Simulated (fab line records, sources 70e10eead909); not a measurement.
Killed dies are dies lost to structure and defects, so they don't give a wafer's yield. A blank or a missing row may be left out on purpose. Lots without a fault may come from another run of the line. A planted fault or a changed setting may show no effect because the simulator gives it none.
A struck lot beside a sound one | flow nand_harc | 41 steps out of a route of 1302
Sound: wafers L114.1, L114.5, L114.6. Struck: wafers L127.1, L127.2, L127.3. The cause comes at the end.
At each step with rows: each side's tool, then ch and its chambers, then its first start. Under that, the readings that differ: sound wafers | struck wafers | difference of the means | sigmas: that difference in standard deviations of wafers without a fault.
alike: readings whose means differ by less than 2 such deviations, and words and numbers that are the same on both sides. not compared: withheld readings, readings that some wafer has no value for, bounds like >300 that may hide the same value, and numbers for which the record gives no deviation and whose values overlap.
The two part at a step that has a row with sigmas, a row that says differs or no value, or rows on one side only. Numbers that don't overlap but have no deviation are shown without sigmas and don't part them. A reading that every wafer of one side lacks parts them only if that side has two wafers or more.

NHARC_A_M1_INSPECT_11:
  sound on defect_inspect-01, day 23 10:44; struck on defect_inspect-02, day 29 04:04
  reading          | sound    | struck    | difference | sigmas
  raw_defect_count | 19 16 19 | 89 115 84 | +78        | +2
then, 1 step without rows for these wafers: NHARC_A_M1_DESCUM_14 (chemistry O2, time 3 s).
NHARC_A_M1_ETCH_35: etches the open film in N2/H2, target depth 40 nm, overetch 12 nm, time 43.94 s.
  sound on rie_diel-05 ch 1,2, day 23 10:54; struck on rie_diel-12 ch 0,2,3, day 29 04:13
  alike: bias_w, drypump_motor_current_A, oes_product_au, rf_vpp_V, showerhead_plenum_p_Torr, throttle_valve_pct
  not compared: rf_hours_counter_h
then, 1 step without rows for these wafers: NHARC_A_M1_ETCH_15 (etches the open film in C4F8/Ar, target depth 182.5 nm, time 91.2 s).
NHARC_A_M1_CD_MEAS_16:
  sound on cd_sem-01, day 23 11:07; struck on cd_sem-02, day 29 04:26
  alike: cd_nm
then, 4 steps without rows for these wafers: NHARC_A_M1_STRIP_18 (strips in N2/H2); NHARC_A_M1_ETCH_28 (etches the open film in CF4/N2, target depth 30 nm, time 72.99 s); NHARC_A_M1_STRIP_19 (strips in post etch residue remover, time 600 s); NHARC_A_M1_DEGAS_29 (time 60 s).
NHARC_A_M1_PRE_CLEAN_30: time 30 s.
  sound on pvd_sputter-01; struck on pvd_sputter-03
  alike: heater_power_w
then, 2 steps without rows for these wafers: NHARC_A_M1_PVD_20 (deposits TaN, target thk 5 nm, time 8.06 s); NHARC_A_M1_PVD_21 (deposits Cu, target thk 30 nm, time 20.49 s).
NHARC_A_M1_ECD_22: material Cu, target thk 400 nm.
  sound on ecd_cu-01 ch 0,1, day 23 12:17; struck on ecd_cu-01 ch 0,1, day 29 05:32
then, 2 steps without rows for these wafers: NHARC_A_M1_ANNEAL_31 (time 90 s); NHARC_A_M1_CMP_23 (polishes, t overpolish 20 s, target thk 154.34 nm).
NHARC_A_M1_THK_MEAS_24: measures by xrf.
  sound on film_metro-01, day 23 13:16; struck on film_metro-01, day 29 06:34
  alike: thk_nm
then, 2 steps without rows for these wafers: NHARC_A_M1_SRD_25; NHARC_A_M1_PRE_CLEAN_32 (time 12 s).
NHARC_A_M1_DEP_33: deposits SiCN, target thk 30 nm.
  sound on pecvd-04 ch 0,2, day 23 13:37; struck on pecvd-02 ch 0,1,2, day 29 06:52
  alike: chamber_pressure_Torr, heater_power_w
then, 2 steps without rows for these wafers: NHARC_A_BONDPAD_DEP_00 (deposits SiCN, target thk 250 nm); NHARC_A_BONDPAD_CMP_29 (polishes SiCN, target thk 200 nm).
NHARC_A_BONDPAD_THK_MEAS_30: measures by ellipsometry.
  sound on film_metro-01, day 23 14:48; struck on film_metro-01, day 29 08:05
  alike: thk_nm
then, 10 steps without rows for these wafers: NHARC_A_BONDPAD_SRD_31; NHARC_A_BONDPAD_DEHYDRATE_01 (time 120 s); NHARC_A_BONDPAD_HMDS_02 (time 30 s); NHARC_A_BONDPAD_COAT_33 (time 65 s); NHARC_A_BONDPAD_COAT_03 (resist thk 600 nm); NHARC_A_BONDPAD_SOFTBAKE_04 (time 70 s); NHARC_A_BONDPAD_EBR_05; NHARC_A_BONDPAD_EXPOSE_06 (exposes mask A BPAD); NHARC_A_BONDPAD_PEB_07 (peb time 80 s); NHARC_A_BONDPAD_DEVELOP_08 (time 50 s).
NHARC_A_BONDPAD_CD_MEAS_09: target cd 500 nm.
  sound on cd_sem-03 ch 0, day 23 15:22; struck on cd_sem-03 ch 0, day 29 08:31
  alike: cd_nm
NHARC_A_BONDPAD_OVL_MEAS_35:
  sound on overlay-01, day 23 15:28; struck on overlay-01, day 29 08:38
  reading           | sound | struck      | difference | sigmas
  overlay_y_nm (nm) | 1 1 1 | -12 -11 -11 | -12        | -3
  alike: overlay_x_nm
then, 2 steps without rows for these wafers: NHARC_A_BONDPAD_HARDBAKE_10 (time 65 s); NHARC_A_BONDPAD_DESCUM_11 (chemistry O2, time 3 s).
NHARC_A_BONDPAD_ETCH_34: etches the open film in N2/H2, target depth 60 nm, overetch 18 nm, time 65.91 s.
  sound on rie_diel-13 ch 0,3, day 23 15:41; struck on rie_diel-10 ch 0,1,3, day 29 08:50
  alike: bias_w, drypump_motor_current_A, oes_product_au, rf_vpp_V, showerhead_plenum_p_Torr, throttle_valve_pct
  not compared: rf_hours_counter_h
then, 1 step without rows for these wafers: NHARC_A_BONDPAD_ETCH_12 (etches the open film in CHF3/O2, target depth 220 nm, time 110 s).
NHARC_A_BONDPAD_CD_MEAS_13:
  sound on cd_sem-01, day 23 15:55; struck on cd_sem-02, day 29 09:04
  alike: cd_nm
NHARC_A_BONDPAD_STRIP_15: strips in O2.
  sound on rie_diel-10 ch 0,1,3, day 23 16:01; struck on rie_diel-10 ch 0,1,3, day 29 09:08
  alike: drypump_motor_current_A, oes_product_au, rf_vpp_V, showerhead_plenum_p_Torr, throttle_valve_pct
  not compared: rf_hours_counter_h
NHARC_END_SORT_01:
  the record has rows for the struck wafers here (prober-02 ch 0, day 30 17:29) and none for the sound ones

WHERE THEY PART
First at NHARC_A_M1_INSPECT_11; last, within this record, at NHARC_END_SORT_01.

WHY: what the simulator had put in
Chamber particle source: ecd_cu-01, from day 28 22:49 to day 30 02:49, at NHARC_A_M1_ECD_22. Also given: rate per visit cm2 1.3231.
